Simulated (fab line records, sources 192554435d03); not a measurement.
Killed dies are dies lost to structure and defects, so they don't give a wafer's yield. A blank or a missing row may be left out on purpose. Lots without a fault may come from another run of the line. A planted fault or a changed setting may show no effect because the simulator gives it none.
Which tool did it? | flow n5_finfet | 12 lots, 36 wafers sampled, at 1 step of a route of 1938

WHAT THE GAUGES READ, wafer by wafer
N5_WELL_APT_CD_MEAS_08: target cd 200 nm.
lot  | measured    | on        | cd_nm (nm)
L075 | day 1 19:41 | cd_sem-01 | 200.8 197.3 198.4
L077 | day 2 08:41 | cd_sem-01 | 196.1 196.5 197.3
L079 | day 2 19:34 | cd_sem-01 | 199.5 199.0 197.8
L081 | day 3 07:41 | cd_sem-02 | 200.4 201.5 199.7
L083 | day 3 20:10 | cd_sem-02 | 196.9 198.4 199.9
L085 | day 4 07:35 | cd_sem-02 | 198.7 198.0 201.7
L087 | day 4 19:34 | cd_sem-02 | 198.7 198.8 198.4
L089 | day 5 07:34 | cd_sem-03 | 198.4 201.2 198.8
L091 | day 5 20:05 | cd_sem-01 | 196.4 200.1 200.7
L093 | day 6 07:41 | cd_sem-01 | 195.5 201.8 200.1
L095 | day 6 20:01 | cd_sem-02 | 199.4 196.4 199.4
L097 | day 7 08:23 | cd_sem-02 | 197.0 201.1 200.6

WHICH TOOL RAN EACH LOT (tool, then ch and the chambers of the sampled wafers, then the start)
The record holds no process step before these readings.

THE ANSWER, worked out from the rows above alone
Rule: what is usual is taken from the lots themselves. Put in order of their means at a reading, lots are off if they are a third of the lots or fewer, leave a main group of 4 or more, and stand apart from it by a gap of 3 or more times the standard deviation of the main group's means; of several such gaps the widest counts. A main group whose means are all the same, to the digits that the tables above print for the reading, isn't used. A lot without any number at a reading at which 4 lots or more have one is off too. The other lots that the step has rows for count as sound.
No lot is off at any reading shown: from this, nothing can be told.

WHAT THE SIMULATOR HAD PUT IN
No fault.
